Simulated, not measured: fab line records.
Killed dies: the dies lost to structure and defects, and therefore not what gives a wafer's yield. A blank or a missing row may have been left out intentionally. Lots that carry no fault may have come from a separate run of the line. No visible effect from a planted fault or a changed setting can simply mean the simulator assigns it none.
Comparing a struck lot with a sound one -- flow nandHarc -- 14 out of 1302 route steps
Sound: the wafers L304.1, L304.3, L304.4. Struck: wafer L302.5; the same lot's L302.2 was not struck, so it is left out; see the end for the cause.
For every step that has rows: the tool of each side, followed by ch and its chambers, followed by its first start. Under that, the readings that differ: sound wafers -- struck wafers -- difference of the means -- sigmas: that difference in standard deviations of wafers without a fault.
alike: a reading whose means differ by less than 2 such deviations, as well as words and numbers matching on both sides. not compared: withheld readings; readings where some wafer has no value; bounds like >300 that might hide an equal value; numbers whose values overlap and for which the record gives no deviation.
Wherever a step has rows on one side only, a row that says differs or no value, or a row with sigmas, the two part there. When numbers do not overlap yet have no deviation, they are printed without sigmas and do not part them. A reading missing from all wafers of one side parts the sides only when that side holds two or more wafers.

first, 1 step without rows for these wafers: NHARC_A_CHANNEL_FILL_D1_SRD_12.
NHARC_A_CHANNEL_FILL_D1_INSPECT_13:
  struck on defectInspect-01, day 14 21:31; sound on defectInspect-01, day 15 10:53
  alike: rawDefectCount
NHARC_A_DECK1_JOINT_ETCHBACK_07: etches the open film in HBr, target depth 105 nm, time 26.9 s.
  sound on rieSi-03 ch 0,2,3, day 15 10:58; struck on rieSi-03 ch 0, day 14 21:36
  alike: drypumpMotorCurrentA, oesProductAu, throttleValvePct
  not compared: rfHoursCounterH
then, 8 steps without rows for these wafers: NHARC_A_DECK1_JOINT_ETCH_25 (etches SiO2 in dHF, target depth 0.5 nm); NHARC_A_DECK1_JOINT_ETCH_19 (etches poly-Si in TMAH, target depth 3 nm); NHARC_A_DECK1_JOINT_ETCH_18 (etches SiO2 in dHF, target depth 3 nm); NHARC_A_DECK1_JOINT_WET_08 (chemistry H3PO4, time 86 s); NHARC_A_DECK1_JOINT_ETCH_09 (etches SiO2 in dHF, target depth 5 nm); NHARC_A_DECK1_JOINT_WET_10 (chemistry H3PO4, time 86 s); NHARC_A_DECK1_JOINT_ETCH_11 (etches SiO2 in dHF, target depth 35 nm); NHARC_A_DECK1_JOINT_CVD_12 (deposits poly-Si, target thk 90 nm, time 1800 s).
NHARC_A_DECK1_JOINT_CMP_13: polishes, target thk 51.023 nm.
  sound on cmp-02 ch 0,2,3, day 15 21:04; struck on cmp-04 ch 2, day 15 07:41
reading,sound,struck,difference,sigmas
timeToEndpointS (s),12.7 10.2 7.3,20.2,+10.1,+4
  alike: motorCurrentA
NHARC_A_DECK1_JOINT_THK_MEAS_14: measures by ellipsometry.
  struck on filmMetro-02, day 15 07:57; sound on filmMetro-02, day 15 21:19
  alike: thkNm
-- the record jumps here: 13 days lie between the struck wafers' starts before and after (it left off in module A_DECK1_JOINT and takes up again in module END, whose first step shown is number 1302 of the route) --
NHARC_END_SORT_01:
  here the record holds rows for the struck wafers (prober-01 ch 0, day 28 14:02) but none for the sound ones

## WHERE THEY PART
At NHARC_A_DECK1_JOINT_CMP_13 first; at NHARC_END_SORT_01 last (within this record only).

WHY: what had been put in by the simulator
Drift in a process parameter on cmp-04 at NHARC_A_DECK1_JOINT_CMP_13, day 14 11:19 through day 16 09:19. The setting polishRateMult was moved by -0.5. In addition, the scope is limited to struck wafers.
